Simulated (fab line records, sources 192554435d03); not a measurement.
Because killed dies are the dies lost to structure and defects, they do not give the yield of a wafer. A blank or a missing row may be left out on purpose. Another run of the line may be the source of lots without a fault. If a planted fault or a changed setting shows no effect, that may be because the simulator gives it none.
A lot that was struck, set against a sound lot || flow n5_finfet || 17 steps out of a route of 1938
Sound: these wafers, L272.2, L272.3, L272.5. Struck: wafers L280.5, L280.6. (L280.2 of the same lot was not struck and is left out.) The cause comes at the end.
At each step with rows: each side's tool, then ch and its chambers, then its first start. Under that, the readings that differ: sound wafers || struck wafers || difference of the means || sigmas: that difference in standard deviations of wafers without a fault.
alike: readings whose means differ by less than 2 such deviations, and words and numbers that are the same on both sides. not compared: withheld readings, readings that some wafer has no value for, bounds like >300 that may hide the same value, and numbers for which the record gives no deviation and whose values overlap.
The two part at a step that has a row with sigmas, a row that says differs or no value, or rows on one side only. Numbers that have no deviation but don't overlap get no sigmas and don't part them. A reading that every wafer of one side lacks parts them only if that side has two wafers or more.

N5_BEOL_M14_TRENCH_ETCH_34: etches SiO2 in C4F8/O2/Ar, target depth 556.65 nm, time 126.9 s.
  sound on rie_diel-05 ch 1,2, day 12 14:23; struck on rie_diel-05 ch 2,3, day 14 06:51
{"reading": "oes_product_au (a.u.)", "sound": "0.79 0.72 0.71", "struck": "0.97 0.79", "difference": "+0.14", "sigmas": "+2"}
{"reading": "throttle_valve_pct (%)", "sound": "30.5 31.6 31.6", "struck": "30.3 30.5", "difference": -0.8, "sigmas": -2}
  alike: drypump_motor_current_A, oes_f_703_au, rf_vpp_V, showerhead_plenum_p_Torr
  not compared: rf_hours_counter_h
then, 1 step without rows for these wafers: N5_BEOL_M14_STRIP_70 (strips in C4F8/O2/Ar).
N5_BEOL_M14_OCD_MEAS_35:
  struck on ocd-01, day 14 07:00; sound on ocd-02, day 12 14:33
  alike: trench_depth_nm
N5_BEOL_M14_STRIP_37: strips in O2.
  sound on rie_diel-05 ch 1,3, day 12 14:43; struck on rie_diel-06 ch 0,3, day 14 07:36
  alike: drypump_motor_current_A, oes_product_au, rf_vpp_V, showerhead_plenum_p_Torr, throttle_valve_pct
  not compared: rf_hours_counter_h
then, 4 steps without rows for these wafers: N5_BEOL_M14_ETCH_38 (etches SiCN in CF4/N2, target depth 106.5 nm, time 120.6 s); N5_BEOL_M14_PRECLEAN_39 (cleans in residue remover, time 60 s); N5_BEOL_M14_SRD_40 (time 30 s, dry time 30 s); N5_BEOL_M14_DEGAS_41 (time 60 s).
N5_BEOL_M14_PRE_CLEAN_42: time 30 s.
  struck on pvd_sputter-01, day 14 08:08; sound on pvd_sputter-03, day 12 15:04
  alike: heater_power_w
N5_BEOL_M14_SPUTTER_43: material TaN, target thk 15 nm, time 24.19 s.
  struck on pvd_sputter-01, day 14 08:10; sound on pvd_sputter-03, day 12 15:06
  alike: throttle_valve_pct
then, 2 steps without rows for these wafers: N5_BEOL_M14_SPUTTER_44 (material Ta, target thk 15 nm, time 24.19 s); N5_BEOL_M14_SPUTTER_45 (material Cu, target thk 100 nm, time 16.67 s).
N5_BEOL_M14_ECD_47: material Cu, target thk 1248 nm.
  sound on ecd_cu-02 ch 0,1, day 12 15:40; struck on ecd_cu-01 ch 0,1, day 14 08:29
{"reading": "model.Cu_of_BEOL_M14_ECD_47.thk_nm (nm)", "sound": "1251 1267 1258", "struck": "664.8 689.2", "difference": -581.7, "sigmas": ""}
N5_BEOL_M14_ANNEAL_48: time 90 s.
  sound on rtp_anneal-02 ch 0, day 12 15:54; struck on rtp_anneal-02 ch 0, day 14 09:14
  alike: anneal_temp_c_max, wafer_temp_C_max
N5_BEOL_M14_CMP_49: polishes, stops on SiO2, t overpolish 5.2 s, target thk 560 nm.
  sound on cmp-02 ch 1,2,3, day 12 16:11; struck on cmp-03 ch 0,3, day 14 09:34
{"reading": "time_to_endpoint_s (s)", "sound": "124 131 109", "struck": "63 65", "difference": -57, "sigmas": -10}
  alike: motor_current_A
N5_BEOL_M14_THK_MEAS_50: measures by xrf.
  struck on film_metro-02, day 14 09:47; sound on film_metro-01, day 12 16:27
  alike: M14_THK
N5_PASSIVATION_PROBE_49:
  sound wafers here have rows in the record (prober-01, day 13 14:55); struck ones have none

## WHERE THEY PART
At N5_BEOL_M14_TRENCH_ETCH_34 first; at N5_PASSIVATION_PROBE_49 last (within this record only).

WHY: the cause the simulator had injected
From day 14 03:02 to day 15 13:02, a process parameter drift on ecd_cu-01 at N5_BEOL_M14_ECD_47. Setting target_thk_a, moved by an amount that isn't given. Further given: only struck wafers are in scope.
